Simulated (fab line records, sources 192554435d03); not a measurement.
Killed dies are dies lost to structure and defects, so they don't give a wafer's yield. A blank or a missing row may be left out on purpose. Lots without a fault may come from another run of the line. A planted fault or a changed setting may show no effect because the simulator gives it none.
fab line records | flow n5_finfet
record lots=24 wafers=72 last_day=17
route steps=1938 shown BEOL_M2@910 BEOL_M3@933
lots that met no fault: from a run of the same line without faults
start_h: hours from the record's first day to the start of the lot's first wafer shown | wait_h: hours since the lot's step before | " the same as in the row above | L1.1+2: a row that stands for several wafers | - no value, or no start given | * or withheld: withheld | < > ~ a bound
route shown NAME@n: a module of which the file shows steps, and the number in the route of the first | usual: mean/standard deviation of fault-free wafers | same: alike in all rows | chamber/n: place in a boat | sites: the reading at each site | _std_site: their standard deviation | _edge_site: outer sites' mean less inner sites' | radius_mm: how far each site lies from the wafer's centre | mask NAME#n: copy n | behind: the tool/chamber that last shaped the wafer | hold: why the lot was held/for how many hours/how that ended | device: the transistor (n, p or np) that didn't switch | end of line: the same wafers' tests at the end of the route | a step without rows: its recipe alone | killed: dies lost to structure and defects at the first sort, not the wafer's yield | map: a wafer's dies, x killed, . not, _ none there
set.NAME: the setting as run; set.NAME@STEP: as run at that earlier step | model.NAME: the simulator's own value behind a step, which no gauge read
steps of the route over a sample of lots; a table a step, a row a wafer
services: from which hour (start_h, from the record's first day; less than 0 if before it) a tool's chamber was out of use, for how many hours, and why
## steps
# step N5_BEOL_M2_SPUTTER_86
# recipe material=Cu target_thk_a=45 temp_c=-20 chamber_pressure_pa=0.07 power_w=withheld time_s=8.29
# usual throttle_valve_pct=29.9/1.1
# columns lot.wafer tool chamber start_h wait_h throttle_valve_pct
L076.3 pvd_sputter-02 - 147.12 0.1 27.8
L076.5 " - " " 29.0
L076.6 " - " " 31.2
L074.2 pvd_sputter-01 - 148.86 0.1 31.7
L074.4 " - " " 29.3
L074.5 " - " " 30.6
L075.1 pvd_sputter-01 - 150.70 0.1 31.4
L075.2 " - " " 31.0
L075.5 " - " " 31.2
L077.2 pvd_sputter-02 - 160.99 0.1 29.6
L077.3 " - " " 30.9
L077.4 " - " " 29.5
L078.2 pvd_sputter-01 - 164.76 0.1 30.6
L078.3 " - " " 31.6
L078.4 " - " " 29.7
L079.2 pvd_sputter-01 - 168.26 0.1 29.1
L079.3 " - " " 30.2
L079.6 " - " " 31.7
L080.3 pvd_sputter-01 - 181.45 0.1 31.2
L080.4 " - " " 31.8
L080.6 " - " " 31.0
L081.3 pvd_sputter-02 - 189.18 0.1 29.7
L081.4 " - " " 29.3
L081.6 " - " " 31.1
L082.1 pvd_sputter-03 - 190.82 0.1 29.4
L082.2 " - " " 30.3
L082.3 " - " " 30.0
L083.2 pvd_sputter-01 - 194.70 0.1 30.0
L083.5 " - " " 29.6
L083.6 " - " " 31.2
L084.2 pvd_sputter-03 - 195.96 0.1 30.0
L084.3 " - " " 30.3
L084.4 " - " " 28.8
L085.1 pvd_sputter-03 - 208.97 0.1 30.1
L085.4 " - " " 29.4
L085.5 " - " " 30.1
L086.1 pvd_sputter-02 - 215.64 0.1 31.0
L086.2 " - " " 29.7
L086.6 " - " " 27.5
L088.2 pvd_sputter-01 - 223.72 0.1 29.2
L088.5 " - " " 29.2
L088.6 " - " " 30.1
L087.1 pvd_sputter-02 - 228.49 0.1 29.4
L087.2 " - " " 27.5
L087.4 " - " " 30.9
L089.1 pvd_sputter-02 - 237.69 0.1 29.5
L089.4 " - " " 31.0
L089.6 " - " " 29.7
L090.1 pvd_sputter-03 - 242.82 0.1 29.5
L090.3 " - " " 29.8
L090.5 " - " " 28.8
L091.2 pvd_sputter-02 - 244.45 0.1 29.5
L091.4 " - " " 27.6
L091.6 " - " " 31.1
L092.2 pvd_sputter-01 - 257.78 0.1 31.8
L092.4 " - " " 30.9
L092.6 " - " " 31.0
L093.2 pvd_sputter-03 - 257.91 0.1 28.7
L093.3 " - " " 29.5
L093.5 " - " " 30.1
L094.1 pvd_sputter-02 - 258.66 0.1 29.7
L094.5 " - " " 31.0
L094.6 " - " " 29.4
L095.1 pvd_sputter-02 - 271.89 0.1 31.0
L095.2 " - " " 29.5
L095.5 " - " " 29.4
L096.2 pvd_sputter-01 - 277.20 0.1 28.9
L096.4 " - " " 31.9
L096.6 " - " " 29.8
L097.3 pvd_sputter-01 - 280.56 0.1 30.9
L097.5 " - " " 29.9
L097.6 " - " " 31.1
# step N5_BEOL_M2_SPUTTER_92
# recipe material=Cu target_thk_a=45 temp_c=-20 chamber_pressure_pa=0.07 power_w=withheld time_s=8.29
# usual throttle_valve_pct=29.9/1
# columns lot.wafer tool chamber start_h wait_h throttle_valve_pct
L076.3 pvd_sputter-02 - 147.78 0.1 27.9
L076.5 " - " " 29.4
L076.6 " - " " 31.0
L074.2 pvd_sputter-01 - 149.52 0.1 31.6
L074.4 " - " " 29.3
L074.5 " - " " 30.9
L075.1 pvd_sputter-01 - 151.36 0.1 31.8
L075.2 " - " " 30.7
L075.5 " - " " 30.9
L077.2 pvd_sputter-02 - 161.65 0.1 29.5
L077.3 " - " " 30.8
L077.4 " - " " 29.5
L078.2 pvd_sputter-01 - 165.42 0.1 31.1
L078.3 " - " " 31.5
L078.4 " - " " 29.7
L079.2 pvd_sputter-01 - 168.92 0.1 29.3
L079.3 " - " " 29.7
L079.6 " - " " 31.7
L080.3 pvd_sputter-01 - 182.11 0.1 31.0
L080.4 " - " " 31.4
L080.6 " - " " 31.0
L081.3 pvd_sputter-02 - 189.84 0.1 29.4
L081.4 " - " " 29.5
L081.6 " - " " 31.0
L082.1 pvd_sputter-03 - 191.48 0.1 29.6
L082.2 " - " " 30.3
L082.3 " - " " 30.0
L083.2 pvd_sputter-01 - 195.36 0.1 30.0
L083.5 " - " " 29.7
L083.6 " - " " 30.9
L084.2 pvd_sputter-03 - 196.62 0.1 30.1
L084.3 " - " " 30.1
L084.4 " - " " 28.8
L085.1 pvd_sputter-03 - 209.63 0.1 30.2
L085.4 " - " " 29.5
L085.5 " - " " 30.0
L086.1 pvd_sputter-02 - 216.30 0.1 31.0
L086.2 " - " " 29.5
L086.6 " - " " 27.8
L088.2 pvd_sputter-01 - 224.38 0.1 29.3
L088.5 " - " " 29.3
L088.6 " - " " 30.1
L087.1 pvd_sputter-02 - 229.15 0.1 29.6
L087.2 " - " " 27.7
L087.4 " - " " 31.1
L089.1 pvd_sputter-02 - 238.35 0.1 29.6
L089.4 " - " " 31.0
L089.6 " - " " 29.6
L090.1 pvd_sputter-03 - 243.48 0.1 29.5
L090.3 " - " " 30.0
L090.5 " - " " 28.7
L091.2 pvd_sputter-02 - 245.11 0.1 29.6
L091.4 " - " " 27.8
L091.6 " - " " 30.9
L092.2 pvd_sputter-01 - 258.44 0.1 31.8
L092.4 " - " " 31.0
L092.6 " - " " 30.9
L093.2 pvd_sputter-03 - 258.57 0.1 28.9
L093.3 " - " " 29.6
L093.5 " - " " 30.0
L094.1 pvd_sputter-02 - 259.40 0.1 29.7
L094.5 " - " " 31.1
L094.6 " - " " 29.6
L095.1 pvd_sputter-02 - 272.55 0.1 31.0
L095.2 " - " " 29.8
L095.5 " - " " 29.3
L096.2 pvd_sputter-01 - 277.86 0.1 29.2
L096.4 " - " " 31.6
L096.6 " - " " 29.7
L097.3 pvd_sputter-01 - 281.22 0.1 31.1
L097.5 " - " " 29.6
L097.6 " - " " 31.0
# step N5_BEOL_M3_PECVD_72
# recipe material=SiO2 target_thk_a=160 temp_c=400 precursor=TEOS/O2 pressure_torr=5.5 rf_w=450 teos_flow_sccm=53.8 gas=O2 flow_sccm=3000 time_s=18
# usual heater_power_w=685/83 rf_fwd_power_W=445.1/1.5 showerhead_plenum_p_Torr=8.78/0.055 throttle_valve_pct=22.4/1.2
# columns lot.wafer tool chamber start_h wait_h heater_power_w rf_fwd_power_W showerhead_plenum_p_Torr throttle_valve_pct
L076.3 pecvd-02 0 149.89 0.0 847 446.0 8.78 21.0
L076.5 " 2 " " 582 444.4 8.73 24.2
L076.6 " 1 " " 678 444.2 8.80 23.6
L074.2 pecvd-01 2 151.25 0.0 612 443.5 8.73 21.9
L074.4 " 2 " " 600 445.5 8.74 21.7
L074.5 " 0 " " 704 444.6 8.83 21.2
L075.1 pecvd-02 0 153.02 0.0 902 445.8 8.81 20.9
L075.2 " 1 " " 697 447.0 8.80 23.8
L075.5 " 0 " " 900 446.4 8.81 20.9
L077.2 pecvd-02 1 163.31 0.0 711 445.0 8.81 23.6
L077.3 " 2 " " 658 444.9 8.73 23.9
L077.4 " 0 " " 840 445.8 8.79 21.0
L078.2 pecvd-02 1 167.98 0.0 737 446.3 8.80 23.6
L078.3 " 2 " " 660 443.9 8.71 24.1
L078.4 " 2 " " 691 443.7 8.69 24.1
L079.2 pecvd-02 1 170.63 0.0 704 445.9 8.80 23.8
L079.3 " 2 " " 606 446.5 8.71 24.1
L079.6 " 1 " " 721 449.5 8.82 23.6
L080.3 pecvd-01 1 183.82 0.0 698 445.9 8.81 22.2
L080.4 " 1 " " 707 446.7 8.84 22.0
L080.6 " 2 " " 612 445.0 8.74 21.9
L081.3 pecvd-02 0 191.77 0.0 763 448.2 8.79 21.1
L081.4 " 1 " " 702 445.5 8.81 23.5
L081.6 " 2 " " 681 445.3 8.71 24.3
L082.1 pecvd-03 0 193.41 0.0 655 444.9 8.70 24.8
L082.2 " 1 " " 650 443.7 8.70 22.4
L082.3 " 2 " " 648 443.1 8.88 21.6
L083.2 pecvd-01 2 200.30 0.0 597 444.0 8.73 21.7
L083.5 " 1 " " 704 442.7 8.83 22.2
L083.6 " 2 " " 608 445.7 8.74 21.9
L084.2 pecvd-01 0 200.88 0.0 662 443.0 8.85 21.1
L084.3 " 1 " " 661 445.9 8.84 22.0
L084.4 " 1 " " 656 444.8 8.85 22.3
L085.1 pecvd-01 0 213.31 0.0 726 447.9 8.81 20.9
L085.4 " 0 " " 731 445.8 8.81 21.5
L085.5 " 2 " " 553 445.9 8.75 22.0
L086.1 pecvd-01 1 218.06 0.0 654 447.0 8.83 22.5
L086.2 " 2 " " 537 445.7 8.75 21.7
L086.6 " 1 " " 629 444.8 8.85 22.2
L088.2 pecvd-03 0 226.09 0.0 737 449.0 8.70 24.7
L088.5 " 1 " " 681 444.7 8.70 22.5
L088.6 " 0 " " 729 446.8 8.70 24.4
L087.1 pecvd-02 0 231.01 0.0 765 444.5 8.81 21.0
L087.2 " 1 " " 748 444.1 8.83 23.8
L087.4 " 0 " " 763 444.6 8.79 21.1
L089.1 pecvd-02 0 240.13 0.0 820 445.3 8.81 21.1
L089.4 " 2 " " 558 445.6 8.71 21.8
L089.6 " 0 " " 811 446.4 8.80 20.9
L090.1 pecvd-02 1 245.95 0.0 664 444.3 8.82 23.6
L090.3 " 0 " " 774 442.8 8.81 21.0
L090.5 " 2 " " 592 445.1 8.67 21.6
L091.2 pecvd-03 0 246.86 0.0 690 447.1 8.71 25.0
L091.4 " 2 " " 748 441.3 8.88 21.9
L091.6 " 0 " " 686 447.4 8.72 24.5
L092.2 pecvd-02 1 260.15 0.0 662 446.0 8.79 23.7
L092.4 " 0 " " 922 442.6 8.80 21.1
L092.6 " 1 " " 675 446.4 8.81 23.5
L093.2 pecvd-01 1 260.22 0.0 672 445.0 8.83 22.4
L093.3 " 2 " " 602 445.1 8.76 21.8
L093.5 " 2 " " 605 444.2 8.77 21.7
L094.1 pecvd-03 0 261.38 0.0 684 446.3 8.71 24.7
L094.5 " 0 " " 677 446.0 8.69 24.7
L094.6 " 2 " " 702 443.3 8.87 21.6
L095.1 pecvd-01 1 274.26 0.0 667 444.3 8.84 22.4
L095.2 " 2 " " 583 444.4 8.74 21.9
L095.5 " 1 " " 682 444.4 8.84 22.0
L096.2 pecvd-02 0 279.64 0.0 893 445.5 8.80 21.1
L096.4 " 0 " " 883 447.5 8.80 21.1
L096.6 " 2 " " 631 444.5 8.69 22.0
L097.3 pecvd-01 1 282.98 0.1 692 447.7 8.84 22.1
L097.5 " 1 " " 698 446.3 8.84 22.1
L097.6 " 2 " " 518 446.4 8.75 22.0
# step N5_BEOL_M3_ETCH_74
# recipe chemistry=N2/H2 target=underlayer target_depth_a=65 mask_material=CAR-EUV time_s=5.2 ion_energy_ev=200 pressure_mtorr=30 source_w=840 bias_w=150 n2_flow_sccm=200 h2_flow_sccm=200 ends=cleared
# usual bias_w=150.0/0.43 drypump_motor_current_A=5.9/0.47 etch_rf_on_time_s=5.29/0.19 oes_product_au=0.69/0.085 rf_fwd_power_W=820.0/2.4 rf_vpp_V=523.9/2.4 showerhead_plenum_p_Torr=2.55/0.073 throttle_valve_pct=17.8/0.33
# columns lot.wafer tool chamber start_h wait_h bias_w drypump_motor_current_A etch_rf_on_time_s oes_product_au rf_fwd_power_W rf_hours_counter_h rf_vpp_V showerhead_plenum_p_Torr throttle_valve_pct
L076.3 rie_diel-02 3 152.30 0.0 150.8 5.3 5.20 0.74 821.0 40 522.5 2.48 17.5
L076.5 " 2 " " 150.3 6.1 5.38 0.59 821.7 - 522.0 2.53 18.6
L076.6 " 3 " " 150.6 5.3 5.13 0.75 819.3 - 525.5 2.48 17.5
L074.2 rie_diel-03 3 152.60 0.0 149.5 5.7 5.51 0.58 821.0 205 524.6 2.63 18.1
L074.4 " 3 " " 149.8 5.7 5.43 0.58 818.4 - 524.9 2.63 18.1
L074.5 " 1 " " 149.9 5.7 5.07 0.65 824.4 - 520.1 2.40 17.8
L075.1 rie_diel-06 2 154.60 0.0 149.5 5.4 5.69 0.63 819.6 153 523.7 2.56 18.3
L075.2 " 1 " " 150.2 5.5 4.93 0.86 818.2 1 522.7 2.51 17.7
L075.5 " 2 " " 149.6 5.4 5.66 0.62 816.6 - 523.6 2.56 18.2
L077.2 rie_diel-06 2 164.08 0.0 150.4 5.3 5.72 0.62 818.0 157 522.9 2.55 18.3
L077.3 " 3 " " 150.1 5.4 5.31 0.76 817.6 31 527.7 2.69 17.4
L077.4 " 0 " " 149.9 6.1 5.09 0.71 819.3 75 523.9 2.59 18.0
L078.2 rie_diel-02 0 170.24 0.0 150.1 6.3 5.34 0.59 821.8 208 527.9 2.60 17.5
L078.3 " 2 " " 149.5 6.1 5.42 0.59 815.3 250 523.4 2.53 18.6
L078.4 " 3 " " 149.9 5.2 5.22 0.74 819.6 47 521.4 2.48 17.5
L079.2 rie_diel-02 3 171.51 0.0 149.9 5.2 5.27 0.72 821.1 48 522.4 2.48 17.5
L079.3 " 2 " " 149.2 6.1 5.53 0.57 823.1 250 520.7 2.53 18.6
L079.6 " 0 " " 149.6 6.3 5.40 0.59 824.4 - 527.3 2.60 17.5
L080.3 rie_diel-06 0 186.25 0.0 149.9 6.0 5.04 0.72 820.8 81 524.6 2.59 18.0
L080.4 " 2 " " 150.3 5.3 5.68 0.62 818.4 163 524.2 2.55 18.3
L080.6 " 2 " " 150.1 5.3 5.67 0.61 816.9 - 523.0 2.55 18.3
L081.3 rie_diel-02 2 193.76 0.0 149.8 6.1 5.20 0.85 823.6 0 520.6 2.53 18.1
L081.4 " 0 " " 149.3 6.3 5.28 0.58 818.7 217 525.2 2.60 17.5
L081.6 " 2 " " 150.0 6.1 5.21 0.85 820.1 - 524.6 2.53 18.1
L082.1 rie_diel-06 3 194.55 0.0 150.0 5.4 5.21 0.74 816.9 40 528.4 2.69 17.4
L082.2 " 1 " " 150.3 5.5 4.99 0.80 823.3 14 519.8 2.51 17.7
L082.3 " 2 " " 149.8 5.4 5.56 0.62 817.0 167 522.6 2.55 18.3
L083.2 rie_diel-03 2 203.16 0.0 149.9 6.6 5.30 0.77 816.6 19 523.3 2.57 17.3
L083.5 " 3 " " 150.2 5.7 5.60 0.56 816.7 - 525.0 2.62 18.1
L083.6 " 2 " " 150.3 6.6 5.28 0.79 818.8 - 526.8 2.57 17.3
L084.2 rie_diel-03 0 203.38 0.0 150.0 6.2 5.14 0.81 818.8 10 521.5 2.50 17.5
L084.3 " 3 " " 149.3 5.7 5.60 0.57 819.2 224 524.5 2.62 18.1
L084.4 " 1 " " 150.2 5.7 5.19 0.64 819.3 183 519.4 2.39 17.9
L085.1 rie_diel-06 1 214.14 0.0 149.4 5.5 4.92 0.80 822.9 20 521.8 2.50 17.7
L085.4 " 3 " " 150.1 5.4 5.28 0.73 820.9 45 529.7 2.69 17.4
L085.5 " 0 " " 150.6 6.0 5.07 0.70 818.8 - 525.5 2.58 18.0
L086.1 rie_diel-02 2 218.94 0.0 150.6 6.1 5.22 0.80 820.4 6 523.8 2.53 18.1
L086.2 " 1 " " 149.3 6.6 5.32 0.67 821.9 104 523.3 2.56 17.6
L086.6 " 1 " " 149.5 6.6 5.33 0.66 824.5 - 527.1 2.56 17.6
L088.2 rie_diel-02 0 227.39 0.0 149.6 6.3 5.34 0.58 820.9 227 526.1 2.59 17.5
L088.5 " 2 " " 149.1 6.1 5.14 0.83 814.5 - 522.9 2.53 18.1
L088.6 " 3 " " 150.0 5.2 5.20 0.71 819.3 - 521.3 2.47 17.5
L087.1 rie_diel-03 0 232.71 0.0 150.1 6.3 5.22 0.80 822.1 18 522.1 2.50 17.5
L087.2 " 3 " " 149.9 5.7 5.58 0.57 817.4 232 526.1 2.61 18.1
L087.4 " 2 " " 150.0 6.6 5.35 0.75 817.2 27 524.0 2.57 17.3
L089.1 rie_diel-06 2 241.36 0.0 150.4 5.4 5.66 0.61 821.9 180 521.9 2.54 18.3
L089.4 " 0 " " 149.8 6.0 5.01 0.69 817.3 97 524.7 2.58 18.1
L089.6 " 0 " " 149.4 6.1 5.05 0.70 817.7 - 525.6 2.58 18.1
L090.1 rie_diel-02 2 248.58 0.0 149.6 6.1 5.30 0.79 820.6 16 523.3 2.53 18.1
L090.3 " 0 " " 150.1 6.3 5.38 0.58 818.7 233 526.6 2.59 17.5
L090.5 " 0 " " 150.1 6.3 5.32 0.57 817.2 - 524.9 2.59 17.5
L091.2 rie_diel-03 3 248.76 0.0 149.8 5.7 5.60 0.56 817.5 237 526.3 2.61 18.1
L091.4 " 0 " " 150.7 6.2 5.14 0.79 817.1 22 521.9 2.50 17.5
L091.6 " 1 " " 150.2 5.7 5.20 0.61 817.5 - 520.8 2.39 17.9
L092.2 rie_diel-02 0 260.75 0.0 149.6 6.2 5.33 0.57 817.5 236 524.5 2.59 17.5
L092.4 " 3 " " 149.7 5.3 5.19 0.68 822.1 78 521.4 2.47 17.6
L092.6 " 3 " " 150.0 5.3 5.19 0.70 820.7 - 524.3 2.47 17.6
L093.2 rie_diel-03 2 260.96 0.0 150.2 6.6 5.43 0.74 819.6 36 527.1 2.57 17.3
L093.3 " 1 " " 150.9 5.7 5.20 0.62 821.9 200 521.7 2.38 17.9
L093.5 " 3 " " 150.5 5.7 5.67 0.55 819.1 - 527.1 2.61 18.1
L094.1 rie_diel-02 1 263.70 0.0 150.4 6.6 5.39 0.67 824.1 116 523.1 2.55 17.6
L094.5 " 1 " " 150.4 6.7 5.40 0.66 823.8 - 523.3 2.55 17.6
L094.6 " 0 " " 149.8 6.3 5.33 0.57 822.1 - 524.9 2.59 17.5
L095.1 rie_diel-03 0 275.61 0.0 149.9 6.2 5.19 0.77 820.6 31 523.7 2.49 17.5
L095.2 " 1 " " 150.4 5.7 5.27 0.61 822.0 205 519.3 2.38 17.9
L095.5 " 0 " " 150.0 6.2 5.17 0.77 820.8 - 522.3 2.49 17.5
L096.2 rie_diel-03 2 281.57 0.0 149.8 6.6 5.38 0.73 823.6 43 527.1 2.56 17.4
L096.4 " 0 " " 150.4 6.2 5.22 0.77 819.1 33 522.8 2.49 17.5
L096.6 " 2 " " 149.6 6.6 5.37 0.73 820.3 - 523.7 2.56 17.4
L097.3 rie_diel-06 1 284.68 0.0 150.7 5.5 4.96 0.77 817.7 39 522.9 2.50 17.8
L097.5 " 0 " " 150.0 6.1 5.06 0.68 822.2 - 525.7 2.57 18.1
L097.6 " 3 " " 149.7 5.4 5.31 0.71 821.5 - 527.0 2.68 17.5
# step N5_BEOL_M3_CD_MEAS_28
# recipe target_cd_nm=25.7 landing_energy_ev=500 detector=se_inlens target_cd_y_nm=23.3 polarity=opening
# usual cd_nm=25.64/0.24
# columns lot.wafer tool chamber start_h wait_h cd_nm
L076.3 cd_sem-03 0 153.30 - 25.67
L076.5 " 0 " " 25.16
L076.6 " 0 " " 25.67
L074.2 cd_sem-01 0 153.39 - 25.88
L074.4 " 0 " " 25.73
L074.5 " 0 " " 25.70
L075.1 cd_sem-01 0 155.51 - 25.45
L075.2 " 0 " " 25.83
L075.5 " 0 " " 25.83
L077.2 cd_sem-03 0 164.92 - 25.17
L077.3 " 0 " " 25.53
L077.4 " 0 " " 25.50
L078.2 cd_sem-03 0 171.03 - 25.86
L078.3 " 0 " " 25.66
L078.4 " 0 " " 25.57
L079.2 cd_sem-03 0 172.23 - 25.73
L079.3 " 0 " " 25.58
L079.6 " 0 " " 25.73
L080.3 cd_sem-03 0 187.11 - 25.37
L080.4 " 0 " " 26.14
L080.6 " 0 " " 25.50
L081.3 cd_sem-03 0 194.61 - 25.36
L081.4 " 0 " " 25.66
L081.6 " 0 " " 25.75
L082.1 cd_sem-03 0 195.26 - 25.61
L082.2 " 0 " " 25.19
L082.3 " 0 " " 25.77
L083.2 cd_sem-01 0 204.10 - 25.77
L083.5 " 0 " " 25.85
L083.6 " 0 " " 25.71
L084.2 cd_sem-02 0 204.29 - 25.72
L084.3 " 0 " " 25.54
L084.4 " 0 " " 25.49
L085.1 cd_sem-01 0 214.98 - 25.73
L085.4 " 0 " " 25.82
L085.5 " 0 " " 25.56
L086.1 cd_sem-01 0 219.70 - 25.45
L086.2 " 0 " " 25.79
L086.6 " 0 " " 25.32
L088.2 cd_sem-01 0 228.23 - 25.43
L088.5 " 0 " " 25.99
L088.6 " 0 " " 26.09
L087.1 cd_sem-03 0 233.55 - 25.62
L087.2 " 0 " " 25.26
L087.4 " 0 " " 25.34
L089.1 cd_sem-03 0 242.14 - 25.17
L089.4 " 0 " " 25.71
L089.6 " 0 " " 25.61
L090.1 cd_sem-02 0 249.42 - 26.14
L090.3 " 0 " " 26.09
L090.5 " 0 " " 25.51
L091.2 cd_sem-02 0 249.60 - 25.71
L091.4 " 0 " " 25.59
L091.6 " 0 " " 25.42
L092.2 cd_sem-01 0 261.59 - 25.73
L092.4 " 0 " " 25.82
L092.6 " 0 " " 25.71
L093.2 cd_sem-02 0 261.80 - 25.48
L093.3 " 0 " " 25.50
L093.5 " 0 " " 25.25
L094.1 cd_sem-01 0 264.53 - 25.90
L094.5 " 0 " " 25.44
L094.6 " 0 " " 25.61
L095.1 cd_sem-01 0 276.45 - 25.82
L095.2 " 0 " " 25.62
L095.5 " 0 " " 25.52
L096.2 cd_sem-01 0 282.42 - 25.51
L096.4 " 0 " " 25.74
L096.6 " 0 " " 26.12
L097.3 cd_sem-03 0 285.44 - 25.52
L097.5 " 0 " " 25.54
L097.6 " 0 " " 25.06
# step N5_BEOL_M3_INSPECT_30
# recipe mode=adi inspect_instrument=brightfield
# usual raw_defect_count=406/89
# columns lot.wafer tool chamber start_h wait_h raw_defect_count
L076.3 defect_inspect-02 - 153.39 0.0 371
L076.5 " - " " 366
L076.6 " - " " 404
L074.2 defect_inspect-01 - 153.48 0.0 280
L074.4 " - " " 305
L074.5 " - " " 246
L075.1 defect_inspect-01 - 155.60 0.1 320
L075.2 " - " " 348
L075.5 " - " " 426
L077.2 defect_inspect-02 - 165.00 0.0 332
L077.3 " - " " 686
L077.4 " - " " 502
L078.2 defect_inspect-01 - 171.12 0.0 391
L078.3 " - " " 291
L078.4 " - " " 362
L079.2 defect_inspect-01 - 172.32 0.0 497
L079.3 " - " " 435
L079.6 " - " " 445
L080.3 defect_inspect-01 - 187.20 0.0 407
L080.4 " - " " 652
L080.6 " - " " 320
L081.3 defect_inspect-01 - 194.70 0.0 491
L081.4 " - " " 369
L081.6 " - " " 468
L082.1 defect_inspect-01 - 195.35 0.1 402
L082.2 " - " " 396
L082.3 " - " " 338
L083.2 defect_inspect-01 - 204.19 0.0 498
L083.5 " - " " 451
L083.6 " - " " 666
L084.2 defect_inspect-02 - 204.37 0.0 456
L084.3 " - " " 493
L084.4 " - " " 394
L085.1 defect_inspect-02 - 215.07 0.1 392
L085.4 " - " " 489
L085.5 " - " " 462
L086.1 defect_inspect-02 - 219.79 0.1 482
L086.2 " - " " 498
L086.6 " - " " 501
L088.2 defect_inspect-02 - 228.32 0.0 449
L088.5 " - " " 393
L088.6 " - " " 312
L087.1 defect_inspect-01 - 233.64 0.1 344
L087.2 " - " " 361
L087.4 " - " " 447
L089.1 defect_inspect-01 - 242.23 0.1 383
L089.4 " - " " 345
L089.6 " - " " 317
L090.1 defect_inspect-02 - 249.51 0.1 382
L090.3 " - " " 308
L090.5 " - " " 413
L091.2 defect_inspect-01 - 249.69 0.0 454
L091.4 " - " " 391
L091.6 " - " " 403
L092.2 defect_inspect-02 - 261.68 0.0 508
L092.4 " - " " 540
L092.6 " - " " 420
L093.2 defect_inspect-02 - 261.89 0.0 302
L093.3 " - " " 369
L093.5 " - " " 294
L094.1 defect_inspect-01 - 264.62 0.1 416
L094.5 " - " " 392
L094.6 " - " " 545
L095.1 defect_inspect-02 - 276.54 0.1 433
L095.2 " - " " 293
L095.5 " - " " 525
L096.2 defect_inspect-02 - 282.50 0.0 409
L096.4 " - " " 398
L096.6 " - " " 469
L097.3 defect_inspect-02 - 285.53 0.0 331
L097.5 " - " " 576
L097.6 " - " " 350
## services
# columns tool chamber start_h hours kind
pecvd-01 0 130.57 2.1 scheduled_down
pecvd-02 - 132.37 0.5 repair
rie_diel-03 2 135.89 - clean
rie_diel-03 2 135.89 - consumable_replace:focus_ring
rie_diel-03 2 135.89 17.7 scheduled_down
pecvd-01 - 139.80 3.4 repair
rie_diel-02 - 142.37 0.3 repair
pecvd-02 - 153.19 2.8 pm
rie_diel-02 2 172.46 - clean
rie_diel-02 2 172.46 - consumable_replace:focus_ring
rie_diel-02 2 172.46 20.7 scheduled_down
rie_diel-02 2 172.46 20.7 vent_cycle
pecvd-02 0 174.57 9.4 repair
pecvd-02 - 195.94 0.3 repair
pecvd-02 2 202.40 - clean
pecvd-02 2 202.40 - consumable_replace:showerhead
pecvd-02 2 202.40 29.0 scheduled_down
pecvd-02 2 202.40 29.0 vent_cycle
pecvd-01 - 203.80 6.0 pm
pecvd-02 0 207.39 2.1 scheduled_down
pecvd-03 - 224.03 1.4 repair
rie_diel-06 1 268.83 5.7 repair
pecvd-02 2 276.84 2.1 scheduled_down
pecvd-02 2 283.41 20.6 repair
## key
fault none
